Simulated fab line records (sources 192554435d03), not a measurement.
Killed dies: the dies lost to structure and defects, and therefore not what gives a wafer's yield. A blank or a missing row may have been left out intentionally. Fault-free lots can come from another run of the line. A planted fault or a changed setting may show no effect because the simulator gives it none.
Split-lot experiment | flow n5_finfet | 39 wafers read across 7 lots, on a route 1938 steps long

ON THE SPLIT
At N5_BEOL_M3_ILD_DEP_00 (deposits SiOC from DEMS/O2, target thk 79 nm, time 15.3 s), the setting target_thk_a was moved away from the recipe's 790 angstrom on 15 of the 39 wafers read, by -43.1% to +53.5%. The other wafers ran this setting at the recipe's value.

Split to reading: the file shows no intervening step.

THE READING
At N5_BEOL_M3_THK_MEAS_01: M3_ILD_THK, given in nm. Fault-free wafers of this fab line usually give 79.1 nm, standard deviation 1 nm.

wafer  | tool, chamber at the split | target_thk_a as run, angstrom | against the recipe | M3_ILD_THK, nm | against lot-mates on the recipe
L074.1 | pecvd-04, 1                | 790                           | recipe             | 78.0           | -
L074.2 | pecvd-04, 2                | 1039                          | +31.5%             | 102.8          | +24.2
L074.3 | pecvd-04, 0                | 1039                          | +31.5%             | 103.3          | +24.7
L074.4 | pecvd-04, 2                | 790                           | recipe             | 79.2           | -
L074.5 | pecvd-04, 1                | 1039                          | +31.5%             | 105.2          | +26.6
L074.6 | pecvd-04, 0                | 790                           | recipe             | 78.6           | -
L077.1 | pecvd-04, 0                | 449.5                         | -43.1%             | 43.3           | -34.9
L077.2 | pecvd-04, 1                | 790                           | recipe             | 77.3           | -
L077.3 | pecvd-04, 2                | 790                           | recipe             | 77.6           | -
L077.4 | pecvd-04, 0                | 449.5                         | -43.1%             | 45.2           | -33.0
L077.5 | pecvd-04, 1                | 449.5                         | -43.1%             | 44.3           | -33.9
L077.6 | pecvd-04, 2                | 790                           | recipe             | 79.7           | -
L079.1 | pecvd-02, 0                | 790                           | recipe             | 76.9           | -
L079.2 | pecvd-02, 2                | 790                           | recipe             | 79.1           | -
L079.3 | pecvd-02, 1                | 790                           | recipe             | 78.1           | -
L079.4 | pecvd-02, 2                | 790                           | recipe             | 80.8           | -
L079.5 | pecvd-02, 1                | 790                           | recipe             | 78.8           | -
L079.6 | pecvd-02, 0                | 790                           | recipe             | 78.5           | -
L081.1 | pecvd-01, 0                | 1071                          | +35.6%             | 105.7          | +25.7
L081.2 | pecvd-01, 1,2              | 1071                          | +35.6%             | 106.7          | +26.7
L081.3 | pecvd-01, 1,2              | 1071                          | +35.6%             | 106.9          | +26.9
L081.4 | pecvd-01, 2                | 790                           | recipe             | 79.3           | -
L081.5 | pecvd-01, 0                | 790                           | recipe             | 79.8           | -
L081.6 | pecvd-01, 1                | 790                           | recipe             | 80.9           | -
L083.2 | pecvd-02, 0                | 790                           | recipe             | 77.2           | -
L083.5 | pecvd-02, 2                | 790                           | recipe             | 80.3           | -
L083.6 | pecvd-02, 1                | 790                           | recipe             | 79.6           | -
L088.1 | pecvd-04, 0                | 1213                          | +53.5%             | 120.2          | +41.2
L088.2 | pecvd-04, 1                | 790                           | recipe             | 78.9           | -
L088.3 | pecvd-04, 1                | 790                           | recipe             | 79.0           | -
L088.4 | pecvd-04, 0                | 1213                          | +53.5%             | 121.7          | +42.7
L088.5 | pecvd-04, 0                | 1213                          | +53.5%             | 121.6          | +42.6
L088.6 | pecvd-04, 1                | 790                           | recipe             | 79.2           | -
L090.1 | pecvd-02, 0                | 1052                          | +33.2%             | 102.7          | +24.9
L090.2 | pecvd-02, 2                | 1052                          | +33.2%             | 104.1          | +26.3
L090.3 | pecvd-02, 1,0              | 790                           | recipe             | 77.3           | -
L090.4 | pecvd-02, 1,0              | 790                           | recipe             | 77.2           | -
L090.5 | pecvd-02, 2                | 790                           | recipe             | 78.8           | -
L090.6 | pecvd-02, 1                | 1052                          | +33.2%             | 105.8          | +28.0
When a row names more than one chamber, that row covers several wafers, and the file does not tell which wafer ran in which chamber.

FIT RESULTS
A straight line over all 39 wafers: M3_ILD_THK changes by +0.79 nm for each +1% of target_thk_a; r = +1.00; the points scatter about the line by 1.1 nm.
The same after taking each lot's own level away (the mean of its wafers on the recipe; 39 wafers): +0.783 nm for each +1%; r = +1.00; scatter 1 nm.
Per that fit: largest target_thk_a move, reading shift of 42 nm.
From 77.77 to 80.00 nm: that is the span of the lots' own levels, equal to 2.2 times the standard deviation above.
The two slopes agree, so the slope changes little with the lot-to-lot level.
Check: with one of the wafers moved furthest among these (+53.5%) left out of the fit, the line predicts +42 nm for it against its lot-mates. It came out at +41.2 nm against them.

OTHER SPLITS ON THESE WAFERS
These wafers also went through other splits before the reading. Each is held against what the fit with the lots' levels taken away leaves over:
other split on the same wafers             | wafers away from the commonest value | r with M3_ILD_THK (lot level and that fit taken away)
N5_BEOL_M0_SAQP_CUT_ETCH_46 target_depth_a | 12                                   | +0.00

THE WHOLE CHAIN: every reading that the file lists as answering this split, in the file's order
step                   | what it does                                              | reading                                                                            | change (the file's fit)               | r (the file's)
N5_BEOL_M3_ILD_DEP_00  | deposits SiOC from DEMS/O2, target thk 79 nm, time 15.3 s | SiOC_of_BEOL_M3_ILD_DEP_00.thk_nm (the simulator's own value, which no gauge read) | +0.783 nm for each +1% of the setting | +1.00
N5_BEOL_M3_THK_MEAS_01 |                                                           | M3_ILD_THK                                                                         | +0.783 for each +1% of the setting    | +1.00

THE FILE'S OWN FIT
M3_ILD_THK changes by +0.783 nm for each +1% of target_thk_a, r = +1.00.
